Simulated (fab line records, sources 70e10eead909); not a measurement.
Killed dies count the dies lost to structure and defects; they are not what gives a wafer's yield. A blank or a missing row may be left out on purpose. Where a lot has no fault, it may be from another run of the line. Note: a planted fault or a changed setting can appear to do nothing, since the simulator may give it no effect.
Commonality check across tools || flow nand harc || Lots sampled 11, wafers sampled 33

== THE REASON FOR OPENING IT ==
On 1 of the 11 lots, a flag is raised at NHARC_P_GATE_CD_MEAS_59 on the reading cd nm. Fault-free wafers read 720.2 nm, with a standard deviation of 1.3.
Rule: flag the lot when none of its wafers has a number, or when each of its wafers that has one lies beyond 4 standard deviations from that mean. The rest of the lots are taken to be sound.

{"lot": "L863", "measured": "day 5 14:19", "on": "cd sem-01", "cd nm (nm), wafer by wafer": "719.9 719.6 719.8", "flag": ""}
{"lot": "L864", "measured": "day 6 06:18", "on": "cd sem-01", "cd nm (nm), wafer by wafer": "723.0 723.9 721.8", "flag": ""}
{"lot": "L865", "measured": "day 6 13:14", "on": "cd sem-01", "cd nm (nm), wafer by wafer": "719.4 718.7 719.1", "flag": ""}
{"lot": "L869", "measured": "day 8 02:51", "on": "cd sem-02", "cd nm (nm), wafer by wafer": "720.6 722.2 721.4", "flag": ""}
{"lot": "L871", "measured": "day 9 03:52", "on": "cd sem-03", "cd nm (nm), wafer by wafer": "720.5 720.4 720.7", "flag": ""}
{"lot": "L873", "measured": "day 9 19:38", "on": "cd sem-01", "cd nm (nm), wafer by wafer": "720.7 721.5 722.1", "flag": ""}
{"lot": "L874", "measured": "day 10 04:51", "on": "cd sem-02", "cd nm (nm), wafer by wafer": "726.2 728.6 727.3", "flag": "FLAGGED"}
{"lot": "L883", "measured": "day 14 02:06", "on": "cd sem-03", "cd nm (nm), wafer by wafer": "721.0 719.8 720.7", "flag": ""}
{"lot": "L884", "measured": "day 14 06:09", "on": "cd sem-01", "cd nm (nm), wafer by wafer": "720.5 719.3 718.6", "flag": ""}
{"lot": "L885", "measured": "day 14 22:15", "on": "cd sem-03", "cd nm (nm), wafer by wafer": "717.6 718.9 720.1", "flag": ""}
{"lot": "L886", "measured": "day 14 23:08", "on": "cd sem-02", "cd nm (nm), wafer by wafer": "718.9 721.0 719.2", "flag": ""}
On average the flagged lots' numbers are 727.4 nm, which is +7.2 nm against the usual, or +6 standard deviations.

== WHICH TOOL RAN EACH LOT ==
Before the reading, the record contains 3 process steps out of a 1302-step route. Cell contents, in order: the tool; ch with the chambers the sampled wafers went through; the start.
{"lot": "L863", "flag": "", "NHARC_P_GATE_ETCH_104": "rie diel-07 ch 1,2,3, day 5 00:38", "NHARC_P_GATE_HM_OPEN_105": "rie diel-07 ch 1,2,3, day 5 14:10 or earlier", "NHARC_P_GATE_EXPOSE_56": "krf scanner-04 ch 0, day 5 14:10"}
{"lot": "L864", "flag": "", "NHARC_P_GATE_ETCH_104": "rie diel-07 ch 0,1,3, day 5 17:03", "NHARC_P_GATE_HM_OPEN_105": "rie diel-07 ch 0,1,2, day 6 06:08 or earlier", "NHARC_P_GATE_EXPOSE_56": "krf scanner-02 ch 0, day 6 06:08"}
{"lot": "L865", "flag": "", "NHARC_P_GATE_ETCH_104": "rie diel-01 ch 0,3, day 5 23:54", "NHARC_P_GATE_HM_OPEN_105": "rie diel-01 ch 2,3, day 6 13:05 or earlier", "NHARC_P_GATE_EXPOSE_56": "krf scanner-02 ch 0, day 6 13:05"}
{"lot": "L869", "flag": "", "NHARC_P_GATE_ETCH_104": "rie diel-07 ch 0,1,3, day 7 13:31", "NHARC_P_GATE_HM_OPEN_105": "rie diel-07 ch 0,1,2, day 8 02:41 or earlier", "NHARC_P_GATE_EXPOSE_56": "krf scanner-04 ch 0, day 8 02:41"}
{"lot": "L871", "flag": "", "NHARC_P_GATE_ETCH_104": "rie diel-05 ch 0,2,3, day 8 14:20", "NHARC_P_GATE_HM_OPEN_105": "rie diel-05 ch 0,2,3, day 9 03:43 or earlier", "NHARC_P_GATE_EXPOSE_56": "krf scanner-02 ch 0, day 9 03:43"}
{"lot": "L873", "flag": "", "NHARC_P_GATE_ETCH_104": "rie diel-05 ch 1,2,3, day 9 05:59", "NHARC_P_GATE_HM_OPEN_105": "rie diel-05 ch 1,2,3, day 9 19:28 or earlier", "NHARC_P_GATE_EXPOSE_56": "krf scanner-03 ch 0, day 9 19:28"}
{"lot": "L874", "flag": "FLAGGED", "NHARC_P_GATE_ETCH_104": "rie diel-07 ch 0,2,3, day 9 15:14", "NHARC_P_GATE_HM_OPEN_105": "rie diel-07 ch 0,2,3, day 10 04:42 or earlier", "NHARC_P_GATE_EXPOSE_56": "krf scanner-04 ch 0, day 10 04:42"}
{"lot": "L883", "flag": "", "NHARC_P_GATE_ETCH_104": "rie diel-01 ch 1,3, day 13 12:29", "NHARC_P_GATE_HM_OPEN_105": "rie diel-01 ch 0,1,3, day 14 01:57 or earlier", "NHARC_P_GATE_EXPOSE_56": "krf scanner-04 ch 0, day 14 01:57"}
{"lot": "L884", "flag": "", "NHARC_P_GATE_ETCH_104": "rie diel-07 ch 0,1,2, day 13 16:41", "NHARC_P_GATE_HM_OPEN_105": "rie diel-07 ch 0,1,2, day 14 06:00 or earlier", "NHARC_P_GATE_EXPOSE_56": "krf scanner-04 ch 0, day 14 06:00"}
{"lot": "L885", "flag": "", "NHARC_P_GATE_ETCH_104": "rie diel-05 ch 2,3, day 14 08:52", "NHARC_P_GATE_HM_OPEN_105": "rie diel-05 ch 0,1, day 14 22:06 or earlier", "NHARC_P_GATE_EXPOSE_56": "krf scanner-04 ch 0, day 14 22:06"}
{"lot": "L886", "flag": "", "NHARC_P_GATE_ETCH_104": "rie diel-05 ch 1,2, day 14 09:38", "NHARC_P_GATE_HM_OPEN_105": "rie diel-05 ch 0,2,3, day 14 22:59 or earlier", "NHARC_P_GATE_EXPOSE_56": "krf scanner-02 ch 0, day 14 22:59"}
What the steps here do:
- NHARC_P_GATE_ETCH_104: etches the open film in CF4/CHF3, target depth 60 nm.
- NHARC_P_GATE_HM_OPEN_105: chemistry O2/COS, target depth 360 nm.
- NHARC_P_GATE_EXPOSE_56: exposes mask P PSD, target cd 720 nm.
- NHARC_P_GATE_CD_MEAS_59: target cd 720 nm.

== FLAGGED AGAINST TOTAL, ONE TOOL AT A TIME (gauges that did the reading follow at the end) ==
{"step": "NHARC_P_GATE_ETCH_104", "tool": "rie diel-01", "lots run": 2, "flagged": 0, "share of the flagged lots": "none", "sound lots run after its first flagged lot": "-"}
{"step": "NHARC_P_GATE_ETCH_104", "tool": "rie diel-05", "lots run": 4, "flagged": 0, "share of the flagged lots": "none", "sound lots run after its first flagged lot": "-"}
{"step": "NHARC_P_GATE_ETCH_104", "tool": "rie diel-07", "lots run": 5, "flagged": 1, "share of the flagged lots": "all", "sound lots run after its first flagged lot": "1 (L884)"}
{"step": "NHARC_P_GATE_HM_OPEN_105", "tool": "rie diel-01", "lots run": 2, "flagged": 0, "share of the flagged lots": "none", "sound lots run after its first flagged lot": "-"}
{"step": "NHARC_P_GATE_HM_OPEN_105", "tool": "rie diel-05", "lots run": 4, "flagged": 0, "share of the flagged lots": "none", "sound lots run after its first flagged lot": "-"}
{"step": "NHARC_P_GATE_HM_OPEN_105", "tool": "rie diel-07", "lots run": 5, "flagged": 1, "share of the flagged lots": "all", "sound lots run after its first flagged lot": "1 (L884)"}
{"step": "NHARC_P_GATE_EXPOSE_56", "tool": "krf scanner-02", "lots run": 4, "flagged": 0, "share of the flagged lots": "none", "sound lots run after its first flagged lot": "-"}
{"step": "NHARC_P_GATE_EXPOSE_56", "tool": "krf scanner-03", "lots run": 1, "flagged": 0, "share of the flagged lots": "none", "sound lots run after its first flagged lot": "-"}
{"step": "NHARC_P_GATE_EXPOSE_56", "tool": "krf scanner-04", "lots run": 6, "flagged": 1, "share of the flagged lots": "all", "sound lots run after its first flagged lot": "3 (L883,L884,L885)"}
{"step": "NHARC_P_GATE_CD_MEAS_59", "tool": "cd sem-01", "lots run": 5, "flagged": 0, "share of the flagged lots": "none", "sound lots run after its first flagged lot": "-"}
{"step": "NHARC_P_GATE_CD_MEAS_59", "tool": "cd sem-02", "lots run": 3, "flagged": 1, "share of the flagged lots": "all", "sound lots run after its first flagged lot": "1 (L886)"}
{"step": "NHARC_P_GATE_CD_MEAS_59", "tool": "cd sem-03", "lots run": 3, "flagged": 0, "share of the flagged lots": "none", "sound lots run after its first flagged lot": "-"}
NHARC_P_GATE_HM_OPEN_105 gives no start for some lots, so the hours and the order of its lots are those of NHARC_P_GATE_EXPOSE_56.

== WHAT THE TABLE PERMITS ==
4 rows of the table ran every flagged lot: rie diel-07 at NHARC_P_GATE_ETCH_104, rie diel-07 at NHARC_P_GATE_HM_OPEN_105, krf scanner-04 at NHARC_P_GATE_EXPOSE_56, cd sem-02 at NHARC_P_GATE_CD_MEAS_59.
- rie diel-07 at NHARC_P_GATE_ETCH_104 ran 5 lots, 1 of them flagged. Sound lots ran on it after the first flagged one (L884), which a lasting fault on the whole tool wouldn't allow.
- rie diel-07 at NHARC_P_GATE_HM_OPEN_105 ran 5 lots, 1 of them flagged. Sound lots ran on it after the first flagged one (L884), which a lasting fault on the whole tool wouldn't allow.
- krf scanner-04 at NHARC_P_GATE_EXPOSE_56 ran 6 lots, 1 of them flagged. Sound lots ran on it after the first flagged one (L883, L884, L885), which a lasting fault on the whole tool wouldn't allow.
- cd sem-02 at NHARC_P_GATE_CD_MEAS_59 ran 3 lots, 1 of them flagged. Sound lots ran on it after the first flagged one (L886), which a lasting fault on the whole tool wouldn't allow.
Every row of the table either missed a flagged lot or ran a sound lot after the first.

== WHAT WAS PUT IN BY THE SIMULATOR ==
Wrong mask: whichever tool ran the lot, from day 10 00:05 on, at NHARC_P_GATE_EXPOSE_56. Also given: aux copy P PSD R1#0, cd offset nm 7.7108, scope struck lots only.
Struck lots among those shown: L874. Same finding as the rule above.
